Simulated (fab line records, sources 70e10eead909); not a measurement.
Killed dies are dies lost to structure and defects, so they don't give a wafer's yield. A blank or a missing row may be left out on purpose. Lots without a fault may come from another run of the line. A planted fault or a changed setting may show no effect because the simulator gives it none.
fab line records | flow nand_harc
record lots=6 wafers=18 last_day=32
route steps=1302 shown A_CONTACT@990 END@1302
lots that met no fault: from a run of the same line without faults
start_h: hours from the record's first day to the start of the lot's first wafer shown | wait_h: hours since the lot's step before | " the same as in the row above | L1.1+2: a row that stands for several wafers | - no value, or no start given | * or withheld: withheld | < > ~ a bound
route shown NAME@n: a module of which the file shows steps, and the number in the route of the first | usual: mean/standard deviation of fault-free wafers | same: alike in all rows | chamber/n: place in a boat | sites: the reading at each site | _std_site: their standard deviation | _edge_site: outer sites' mean less inner sites' | radius_mm: how far each site lies from the wafer's centre | mask NAME#n: copy n | behind: the tool/chamber that last shaped the wafer | hold: why the lot was held/for how many hours/how that ended | device: the transistor (n, p or np) that didn't switch | end of line: the same wafers' tests at the end of the route | a step without rows: its recipe alone | killed: dies lost to structure and defects at the first sort, not the wafer's yield | map: a wafer's dies, x killed, . not, _ none there
set.NAME: the setting as run; set.NAME@STEP: as run at that earlier step | model.NAME: the simulator's own value behind a step, which no gauge read
lots at some steps of the route; a table a step, a row a wafer
services: from which hour (start_h, from the record's first day; less than 0 if before it) a tool's chamber was out of use, for how many hours, and why
## steps
# step NHARC_A_CONTACT_COAT_35
# recipe temp_c=225 time_s=65
# step NHARC_A_CONTACT_COAT_36
# recipe spin_rpm=1500 resist_thk_nm=90
# step NHARC_A_CONTACT_SOFTBAKE_37
# recipe temp_c=105 time_s=55
# step NHARC_A_CONTACT_EBR_38
# step NHARC_A_CONTACT_EXPOSE_39
# recipe na=1.35 sigma_outer=0.8 dose_mj=58.79 mask_id=A_CC_3
# step NHARC_A_CONTACT_PEB_40
# recipe peb_temp_c=100 peb_time_s=65
# step NHARC_A_CONTACT_DEVELOP_41
# recipe develop_time_s=35 dev_temp_c=23
# step NHARC_A_CONTACT_CD_MEAS_42
# recipe target_cd_nm=300 landing_energy_ev=500
# usual cd_nm=300.1/0.52
# columns lot.wafer tool chamber start_h wait_h cd_nm
L824.2 cd_sem-02 0 508.42 - 300.1
L824.3 " 0 " " 300.5
L824.6 " 0 " " 299.7
L830.1 cd_sem-01 0 587.08 - 300.2
L830.3 " 0 " " 300.4
L830.4 " 0 " " 300.4
L832.3 cd_sem-03 0 607.04 - 300.0
L832.4 " 0 " " 300.4
L832.5 " 0 " " 299.3
L835.2 cd_sem-02 0 629.19 - 300.4
L835.4 " 0 " " 300.3
L835.5 " 0 " " 299.9
L836.1 cd_sem-03 0 633.48 - 299.9
L836.2 " 0 " " 300.8
L836.4 " 0 " " 299.6
L842.2 cd_sem-01 0 698.21 - 300.7
L842.3 " 0 " " 300.2
L842.6 " 0 " " 300.8
# step NHARC_A_CONTACT_OVL_MEAS_43
# usual overlay_x_nm=0.0/0.82 overlay_y_nm=-0.2/0.89
# columns lot.wafer tool chamber start_h wait_h overlay_x_nm overlay_y_nm
L824.2 overlay-02 - 508.51 - 1.3 1.8
L824.3 " - " " 1.5 1.3
L824.6 " - " " 0.9 1.2
L830.1 overlay-01 - 587.17 - -0.7 -1.1
L830.3 " - " " -0.2 -1.3
L830.4 " - " " -0.1 -0.9
L832.3 overlay-01 - 607.12 - -1.2 -0.9
L832.4 " - " " -0.8 -0.6
L832.5 " - " " -1.1 -0.8
L835.2 overlay-01 - 629.27 - 0.3 -0.1
L835.4 " - " " 0.7 0.0
L835.5 " - " " -0.2 0.3
L836.1 overlay-01 - 633.57 - 0.1 -0.4
L836.2 " - " " 0.3 -0.2
L836.4 " - " " -0.4 -1.1
L842.2 overlay-02 - 698.30 - -0.9 0.3
L842.3 " - " " -1.0 0.6
L842.6 " - " " -0.8 0.2
# step NHARC_A_CONTACT_INSPECT_44
# usual raw_defect_count=84/38
# columns lot.wafer tool chamber start_h wait_h raw_defect_count
L824.2 defect_inspect-02 - 508.54 0.0 107
L824.3 " - " " 119
L824.6 " - " " 100
L830.1 defect_inspect-01 - 587.20 0.0 64
L830.3 " - " " 73
L830.4 " - " " 88
L832.3 defect_inspect-01 - 607.16 0.0 74
L832.4 " - " " 79
L832.5 " - " " 76
L835.2 defect_inspect-02 - 629.31 0.0 43
L835.4 " - " " 48
L835.5 " - " " 47
L836.1 defect_inspect-01 - 633.60 0.0 124
L836.2 " - " " 109
L836.4 " - " " 114
L842.2 defect_inspect-02 - 698.34 0.0 57
L842.3 " - " " 58
L842.6 " - " " 67
# step NHARC_A_CONTACT_DESCUM_47
# recipe time_s=3 o2_flow_sccm=200 ar_flow_sccm=0 bias_power_w=0 chemistry=O2
# usual drypump_motor_current_A=5.8/0.46 o2_flow_sccm=200.0/0.61 oes_product_au=1.001/0.0096 rf_vpp_V=57.7/0.88 showerhead_plenum_p_Torr=1.88/0.086 throttle_valve_pct=11.310/0.0087
# columns lot.wafer tool chamber start_h wait_h drypump_motor_current_A o2_flow_sccm oes_product_au rf_hours_counter_h rf_vpp_V showerhead_plenum_p_Torr throttle_valve_pct
L824.2 rie_diel-12 3 508.62 0.1 6.4 199.6 1.005 7 57.7 1.89 11.314
L824.3 " 0 " " 5.6 200.2 0.997 7 57.5 1.77 11.316
L824.6 " 2 " " 5.2 200.3 1.014 - 57.8 1.91 11.304
L830.4 rie_diel-13 1 587.26 0.1 5.6 200.0 0.973 20 56.7 1.78 11.315
L830.1 " 2 " " 6.2 200.4 0.995 20 56.8 2.07 11.315
L830.3 " 0 " " 5.7 200.3 1.003 22 57.7 1.87 11.308
L832.3 rie_diel-12 1 607.23 0.1 6.4 200.5 0.987 30 58.0 1.83 11.305
L832.4 " 3 " " 6.4 199.9 1.006 28 57.9 1.88 11.314
L832.5 " 1 " " 6.4 200.5 1.003 - 58.0 1.83 11.315
L835.4 rie_diel-13 1 629.45 0.1 5.6 200.8 0.979 38 58.4 1.78 11.314
L835.2 " 3 " " 5.5 199.7 0.989 36 56.8 1.82 11.310
L835.5 " 0 " " 5.7 199.8 1.016 - 58.1 1.86 11.310
L836.1 rie_diel-12 1 633.66 0.1 6.4 200.7 0.997 0 59.1 1.83 11.299
L836.2 " 2 " " 5.1 200.2 1.021 0 56.6 1.91 11.315
L836.4 " 0 " " 5.6 200.2 0.999 0 58.4 2.08 11.327
L842.3 rie_diel-12 3 698.47 0.1 6.4 199.9 1.005 11 55.7 1.88 11.296
L842.2 " 0 " " 5.6 199.3 1.003 12 59.0 2.07 11.312
L842.6 " 2 " " 5.2 199.2 1.014 - 57.9 1.91 11.296
# step NHARC_A_CONTACT_ETCH_48
# recipe target_depth_a=390 over_etch_frac=0.3 time_s=65 ion_energy_ev=80 cf4_flow_sccm=150 ar_flow_sccm=0 rf_w=300 bias_w=100 chemistry=CF4
# usual drypump_motor_current_A=5.8/0.45 oes_product_au=1.001/0.0083 rf_vpp_V=150.8/1.3 run_length_s=86.4/0.43 showerhead_plenum_p_Torr=1.74/0.077 throttle_valve_pct=13.284/0.0086
# columns lot.wafer tool chamber start_h wait_h drypump_motor_current_A oes_product_au rf_hours_counter_h rf_vpp_V run_length_s showerhead_plenum_p_Torr throttle_valve_pct
L824.3 rie_diel-12 3 508.69 0.1 6.4 1.006 7 151.1 86.3 1.75 13.277
L824.2 " 1 " " 6.4 1.008 7 151.3 86.7 1.71 13.286
L824.6 " 0 " " 5.6 0.988 - 150.1 86.5 1.64 13.283
L830.4 rie_diel-13 2 587.36 0.1 6.2 1.010 20 152.8 86.0 1.90 13.285
L830.1 " 3 " " 5.4 1.003 21 151.1 85.9 1.69 13.291
L830.3 " 0 " " 5.7 1.015 22 149.8 87.2 1.73 13.291
L832.4 rie_diel-12 0 607.30 0.1 5.6 1.003 30 149.2 86.2 1.64 13.274
L832.3 " 1 " " 6.4 0.996 30 149.5 86.6 1.70 13.285
L832.5 " 1 " " 6.4 0.999 - 150.3 86.5 1.70 13.288
L835.4 rie_diel-13 0 629.54 0.1 5.7 1.005 40 150.8 87.3 1.73 13.284
L835.2 " 1 " " 5.6 0.986 38 148.9 86.3 1.65 13.284
L835.5 " 1 " " 5.6 0.980 - 148.5 86.5 1.65 13.291
L836.4 rie_diel-12 0 633.76 0.1 5.6 1.004 0 153.4 85.9 1.91 13.277
L836.1 " 1 " " 6.4 1.001 0 149.2 86.5 1.70 13.283
L836.2 " 2 " " 5.2 1.009 0 150.8 87.0 1.76 13.274
L842.3 rie_diel-12 3 698.54 0.1 6.4 1.001 11 149.9 86.2 1.74 13.280
L842.2 " 2 " " 5.2 1.003 9 152.3 86.8 1.76 13.292
L842.6 " 0 " " 5.6 1.010 - 153.4 86.1 1.91 13.283
# step NHARC_A_CONTACT_ETCH_49
# recipe target_depth_a=2600 over_etch_frac=0.3 time_s=475.3 ion_energy_ev=200 n2_flow_sccm=150 h2_flow_sccm=150 ar_flow_sccm=0 rf_w=400 bias_w=150 chemistry=N2/H2
# usual drypump_motor_current_A=5.8/0.44 oes_product_au=1.001/0.0084 rf_vpp_V=429.5/2.9 run_length_s=496.7/0.39 showerhead_plenum_p_Torr=2.01/0.097 throttle_valve_pct=14.170/0.0098
# columns lot.wafer tool chamber start_h wait_h drypump_motor_current_A oes_product_au rf_hours_counter_h rf_vpp_V run_length_s showerhead_plenum_p_Torr throttle_valve_pct
L824.2 rie_diel-12 0 508.78 - 5.6 0.997 7 426.1 496.2 1.88 14.152
L824.3 " 2 " " 5.2 1.013 7 430.9 496.9 2.04 14.157
L824.6 " 1 " " 6.4 1.006 - 428.8 496.9 1.96 14.184
L830.3 rie_diel-13 1 587.48 - 5.7 0.978 20 425.9 496.8 1.90 14.151
L830.1 " 2 " " 6.2 1.011 20 435.6 496.4 2.21 14.171
L830.4 " 3 " " 5.5 0.992 21 429.7 496.4 1.94 14.166
L832.4 rie_diel-12 1 607.43 - 6.4 1.000 30 428.5 496.8 1.95 14.163
L832.3 " 2 " " 5.2 1.016 23 429.0 293.2 2.04 14.177
L832.5 " 0 " " 5.6 0.998 - 425.9 496.1 1.87 14.174
L835.4 rie_diel-13 1 629.70 - 5.7 0.983 38 426.0 496.9 1.89 14.141
L835.2 " 2 " " 6.2 1.010 35 435.1 496.2 2.21 14.166
L835.5 " 0 " " 5.7 1.003 - 429.8 497.5 1.98 14.166
L836.2 rie_diel-12 3 633.84 - 6.4 1.003 0 431.2 292.6 2.00 14.175
L836.4 " 1 " " 6.4 1.008 0 428.6 496.5 1.95 14.158
L836.1 " 2 " " 5.2 1.020 0 429.2 497.1 2.03 14.169
L842.2 rie_diel-12 0 698.65 - 5.6 0.990 12 435.0 496.3 2.21 14.167
L842.3 " 2 " " 5.2 0.990 9 430.0 497.2 2.03 14.164
L842.6 " 0 " " 5.6 0.996 - 435.7 496.4 2.21 14.179
# step NHARC_A_CONTACT_ETCH_50
# recipe target_depth_a=1210 time_s=60.5 cf4_flow_sccm=100 chf3_flow_sccm=30 ar_flow_sccm=0 rf_w=500 bias_w=200 chemistry=CF4/CHF3
# usual drypump_motor_current_A=5.8/0.46 oes_product_au=0.951/0.024 rf_vpp_V=369.8/2.4 run_length_s=81.9/0.39 showerhead_plenum_p_Torr=1.55/0.068 throttle_valve_pct=16.802/0.0089
# columns lot.wafer tool chamber start_h wait_h drypump_motor_current_A oes_product_au rf_hours_counter_h rf_vpp_V run_length_s showerhead_plenum_p_Torr throttle_valve_pct
L824.3 rie_diel-12 3 - - 6.4 0.969 7 369.9 81.9 1.55 16.803
L824.2 " 1 " " 6.4 0.949 8 368.0 81.7 1.52 16.800
L824.6 " 3 " " 6.4 0.978 - 368.9 81.7 1.55 16.810
L830.1 rie_diel-13 2 - - 6.2 0.972 20 376.2 81.6 1.70 16.812
L830.3 " 3 " " 5.4 0.976 21 368.2 81.6 1.50 16.796
L830.4 " 0 " " 5.7 0.991 23 368.2 82.5 1.54 16.827
L832.3 rie_diel-12 2 - - 5.2 0.970 23 369.9 82.7 1.57 16.816
L832.4 " 0 " " 5.6 0.965 30 367.0 81.4 1.46 16.803
L832.5 " 1 " " 6.4 0.962 - 368.4 81.8 1.51 16.809
L835.2 rie_diel-13 3 - - 5.4 0.915 36 369.0 81.8 1.50 16.806
L835.4 " 1 " " 5.6 0.905 39 367.7 82.0 1.47 16.806
L835.5 " 3 " " 5.4 0.917 - 368.1 81.5 1.50 16.791
L836.1 rie_diel-12 3 - - 6.4 0.970 0 370.4 81.6 1.55 16.816
L836.4 " 0 " " 5.6 0.982 0 375.7 81.4 1.70 16.788
L836.2 " 2 " " 5.2 0.970 0 370.7 82.4 1.57 16.798
L842.2 rie_diel-12 2 - - 5.2 0.967 9 369.1 82.2 1.57 16.798
L842.3 " 3 " " 6.4 0.979 11 369.1 82.2 1.54 16.809
L842.6 " 2 " " 5.2 0.963 - 369.5 82.3 1.57 16.812
# step NHARC_END_SORT_01
# recipe temp_c=25
# usual killed_at_array=53/18 killed_at_other=0.8/1.1 killed_at_periphery=4.1/2.7 killed_dies=58/18 killed_open=3.1/1.7 killed_short=2.7/1.7
# same gross_dies=677
# columns lot.wafer tool chamber start_h wait_h killed_at_array killed_at_other killed_at_periphery killed_dies killed_open killed_short
L824.2 prober-02 0 600.81 2.7 69 1 6 76 4 2
L824.3 prober-02 0 601.59 3.0 61 0 8 69 1 2
L824.6 prober-02 0 603.93 3.9 65 0 4 69 5 5
L830.1 prober-02 0 659.42 2.5 56 0 6 62 5 3
L830.3 prober-02 0 661.01 3.1 57 0 5 62 2 4
L830.4 prober-02 0 661.81 3.4 46 0 8 54 2 4
L832.3 prober-01 0 680.36 3.1 673 2 2 677 3 1
L832.4 prober-01 0 681.15 3.4 55 0 3 58 3 4
L832.5 prober-01 0 681.95 3.7 37 1 4 42 2 5
L836.1 prober-01 0 698.11 2.5 95 0 4 99 4 2
L836.2 prober-01 0 698.90 2.8 674 0 3 677 2 0
# killed by level:class
L824.2 A_CHANNEL_HOLE_D2:chamber_film_flake=40 A_CHANNEL_HOLE_D1:chamber_film_flake=15 A_CONTACT:chamber_film_flake=4 A_STAIRCASE:chamber_film_flake=3 P_CONTACT:chamber_film_flake=2 A_DECK1_JOINT:chamber_film_flake=2 P_GATE:geometric_particle:open=1 P_M1:geometric_particle:short=1
L824.3 A_CHANNEL_HOLE_D2:chamber_film_flake=36 A_CHANNEL_HOLE_D1:chamber_film_flake=14 P_CONTACT:chamber_film_flake=5 A_CONTACT:chamber_film_flake=3 A_ZERO_WELL:chamber_film_flake=2 A_CHANNEL_FILL_D1:chamber_film_flake=2 P_CONTACT:geometric_particle:short=1 A_ONON_D2:geometric_particle:open=1
L824.6 A_CHANNEL_HOLE_D1:chamber_film_flake=34 A_CHANNEL_HOLE_D2:chamber_film_flake=17 A_CONTACT:chamber_film_flake=5 P_CONTACT:chamber_film_flake=2 P_M0:geometric_particle:open=1 P_M1:geometric_particle:open=1 A_ONON_D1:geometric_particle:short=1 A_ONON_D2:geometric_particle:short=1
L830.1 A_CHANNEL_HOLE_D1:chamber_film_flake=38 A_CHANNEL_HOLE_D2:chamber_film_flake=7 P_GATE:chamber_film_flake=6 A_CHANNEL_FILL_D2:geometric_particle:open=2 A_ONON_D1:geometric_particle:short=1 A_CHANNEL_FILL_D1:geometric_particle:open=1 A_DECK1_JOINT:geometric_particle:open=1 A_ONON_D2:geometric_particle:open=1
L830.3 A_CHANNEL_HOLE_D1:chamber_film_flake=34 A_CHANNEL_HOLE_D2:chamber_film_flake=11 P_GATE:chamber_film_flake=5 A_CONTACT:geometric_particle:open=2 A_WL_FILL:chamber_film_flake=2 A_CONTACT:chamber_film_flake=2 A_ONON_D1:geometric_particle:short=1 A_ONON_D2:geometric_particle:short=1
L830.4 A_CHANNEL_HOLE_D1:chamber_film_flake=18 A_CHANNEL_HOLE_D2:chamber_film_flake=13 P_ZERO_WELL:chamber_film_flake=4 P_GATE:chamber_film_flake=4 A_CHANNEL_FILL_D2:chamber_film_flake=3 A_ONON_D2:geometric_particle:open=2 A_M0:geometric_particle:short=2 A_WL_FILL:chamber_film_flake=2
L832.3 A_CONTACT:area_etch=633 A_SLIT:chamber_film_flake=24 A_ZERO_WELL:chamber_film_flake=3 A_WL_FILL:chamber_film_flake=3 A_CHANNEL_HOLE_D1:chamber_film_flake=2 A_CONTACT:chamber_film_flake=2 A_ONON_D2:geometric_particle:short=1 A_WL_FILL:geometric_particle:open=1
L832.4 A_SLIT:chamber_film_flake=38 P_CONTACT:chamber_film_flake=3 A_CHANNEL_HOLE_D1:chamber_film_flake=3 A_CONTACT:chamber_film_flake=3 A_WL_FILL:geometric_particle:short=2 A_CHANNEL_HOLE_D2:chamber_film_flake=2 A_SOURCE_PLATE:geometric_particle:short=1 A_CHANNEL_FILL_D1:geometric_particle:open=1
L832.5 A_SLIT:chamber_film_flake=26 A_SGD_CUT:chamber_film_flake=3 P_M0:geometric_particle:open=2 A_CHANNEL_FILL_D1:geometric_particle:short=2 A_ZERO_WELL:chamber_film_flake=2 A_DECK1_JOINT:geometric_particle:short=1 A_WL_FILL:geometric_particle:short=1 A_M0:geometric_particle:short=1
L836.1 A_SLIT:chamber_film_flake=42 A_CHANNEL_HOLE_D1:chamber_film_flake=34 A_CONTACT:chamber_film_flake=9 P_STI:chamber_film_flake=2 A_STAIRCASE:chamber_film_flake=2 A_ONON_D1:geometric_particle:open=1 A_CHANNEL_HOLE_D1:geometric_particle:short=1 A_DECK1_JOINT:geometric_particle:open=1
L836.2 A_CONTACT:area_etch=619 A_SLIT:chamber_film_flake=23 A_CHANNEL_HOLE_D1:chamber_film_flake=17 A_CONTACT:chamber_film_flake=7 P_ZERO_WELL:chamber_film_flake=3 A_BLC:chamber_film_flake=2 A_SOURCE_PLATE:geometric_particle:open=1 A_ONON_D1:geometric_particle:open=1
# map L832.3 (x killed, . not)
____________x____________
_________xxxxxxx_________
_______xxxxxxxxxxx_______
______xxxxxxxxxxxxx______
_____xxxxxxxxxxxxxxx_____
____xxxxxxxxxxxxxxxxx____
____xxxxxxxxxxxxxxxxx____
___xxxxxxxxxxxxxxxxxxx___
___xxxxxxxxxxxxxxxxxxx___
__xxxxxxxxxxxxxxxxxxxxx__
__xxxxxxxxxxxxxxxxxxxxx__
_xxxxxxxxxxxxxxxxxxxxxxx_
_xxxxxxxxxxxxxxxxxxxxxxx_
_xxxxxxxxxxxxxxxxxxxxxxx_
_xxxxxxxxxxxxxxxxxxxxxxx_
_xxxxxxxxxxxxxxxxxxxxxxx_
xxxxxxxxxxxxxxxxxxxxxxxxx
xxxxxxxxxxxxxxxxxxxxxxxxx
xxxxxxxxxxxxxxxxxxxxxxxxx
xxxxxxxxxxxxxxxxxxxxxxxxx
xxxxxxxxxxxxxxxxxxxxxxxxx
_xxxxxxxxxxxxxxxxxxxxxxx_
_xxxxxxxxxxxxxxxxxxxxxxx_
_xxxxxxxxxxxxxxxxxxxxxxx_
_xxxxxxxxxxxxxxxxxxxxxxx_
_xxxxxxxxxxxxxxxxxxxxxxx_
__xxxxxxxxxxxxxxxxxxxxx__
__xxxxxxxxxxxxxxxxxxxxx__
___xxxxxxxxxxxxxxxxxxx___
___xxxxxxxxxxxxxxxxxxx___
____xxxxxxxxxxxxxxxxx____
____xxxxxxxxxxxxxxxxx____
_____xxxxxxxxxxxxxxx_____
______xxxxxxxxxxxxx______
_______xxxxxxxxxxx_______
_________xxxxxxx_________
____________x____________
# map L836.2 (x killed, . not)
____________x____________
_________xxxxxxx_________
_______xxxxxxxxxxx_______
______xxxxxxxxxxxxx______
_____xxxxxxxxxxxxxxx_____
____xxxxxxxxxxxxxxxxx____
____xxxxxxxxxxxxxxxxx____
___xxxxxxxxxxxxxxxxxxx___
___xxxxxxxxxxxxxxxxxxx___
__xxxxxxxxxxxxxxxxxxxxx__
__xxxxxxxxxxxxxxxxxxxxx__
_xxxxxxxxxxxxxxxxxxxxxxx_
_xxxxxxxxxxxxxxxxxxxxxxx_
_xxxxxxxxxxxxxxxxxxxxxxx_
_xxxxxxxxxxxxxxxxxxxxxxx_
_xxxxxxxxxxxxxxxxxxxxxxx_
xxxxxxxxxxxxxxxxxxxxxxxxx
xxxxxxxxxxxxxxxxxxxxxxxxx
xxxxxxxxxxxxxxxxxxxxxxxxx
xxxxxxxxxxxxxxxxxxxxxxxxx
xxxxxxxxxxxxxxxxxxxxxxxxx
_xxxxxxxxxxxxxxxxxxxxxxx_
_xxxxxxxxxxxxxxxxxxxxxxx_
_xxxxxxxxxxxxxxxxxxxxxxx_
_xxxxxxxxxxxxxxxxxxxxxxx_
_xxxxxxxxxxxxxxxxxxxxxxx_
__xxxxxxxxxxxxxxxxxxxxx__
__xxxxxxxxxxxxxxxxxxxxx__
___xxxxxxxxxxxxxxxxxxx___
___xxxxxxxxxxxxxxxxxxx___
____xxxxxxxxxxxxxxxxx____
____xxxxxxxxxxxxxxxxx____
_____xxxxxxxxxxxxxxx_____
______xxxxxxxxxxxxx______
_______xxxxxxxxxxx_______
_________xxxxxxx_________
____________x____________
## services
# columns tool chamber start_h hours kind
rie_diel-13 1 490.52 16.3 repair
rie_diel-12 0 504.21 - clean
rie_diel-12 1 504.21 - clean
rie_diel-12 2 504.21 - clean
rie_diel-12 3 504.21 - clean
rie_diel-13 - 519.02 9.0 pm
rie_diel-12 0 528.72 - clean
rie_diel-12 1 528.72 - clean
rie_diel-12 2 528.72 - clean
rie_diel-12 3 528.72 - clean
rie_diel-13 1 533.64 5.1 repair
rie_diel-12 0 553.22 - clean
rie_diel-12 1 553.22 - clean
rie_diel-12 2 553.22 - clean
rie_diel-12 3 553.22 - clean
rie_diel-12 0 577.73 - clean
rie_diel-12 1 577.73 - clean
rie_diel-12 2 577.73 - clean
rie_diel-12 3 577.73 - clean
rie_diel-12 0 602.28 - clean
rie_diel-12 1 602.28 - clean
rie_diel-12 - 623.21 9.0 pm
rie_diel-13 1 657.94 4.5 repair
rie_diel-13 - 696.02 9.0 pm
## key
first_sign step=NHARC_A_CONTACT_ETCH_49 reading=run_length_s direction=down sigmas=99+ usual=* struck=*
effect step=NHARC_END_SORT_01 reading=killed_dies direction=up sigmas=34 usual=58 struck=677
more_kills_born_at NHARC_A_CONTACT_ETCH_49@rie_diel-12=1252
met_at NHARC_A_CONTACT_ETCH_49
struck_wafers L832.3,L836.2
later_rows_left_out L832.3,L836.2
tester_left_out L832,L836
onset_between 508.78 607.43
fault kind=process_parameter_drift tool=rie_diel-12 chamber=- onset_h=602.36 steps=NHARC_A_CONTACT_ETCH_49 channel=time_s offset=* shape=step end_h=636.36 scope=struck_wafers_only acts_in=* stated=*
# tester_left_out: of these lots the tester's yield and bins aren't shown, on N5 and GAA mostly nor the transistor test; their killed dies are dies lost to structure and defects alone, not to doping, threshold or leakage, so they don't give the yield
# later_rows_left_out: the simulator's readings of these wafers behind a module that went badly wrong aren't trusted and aren't shown, but for the sort
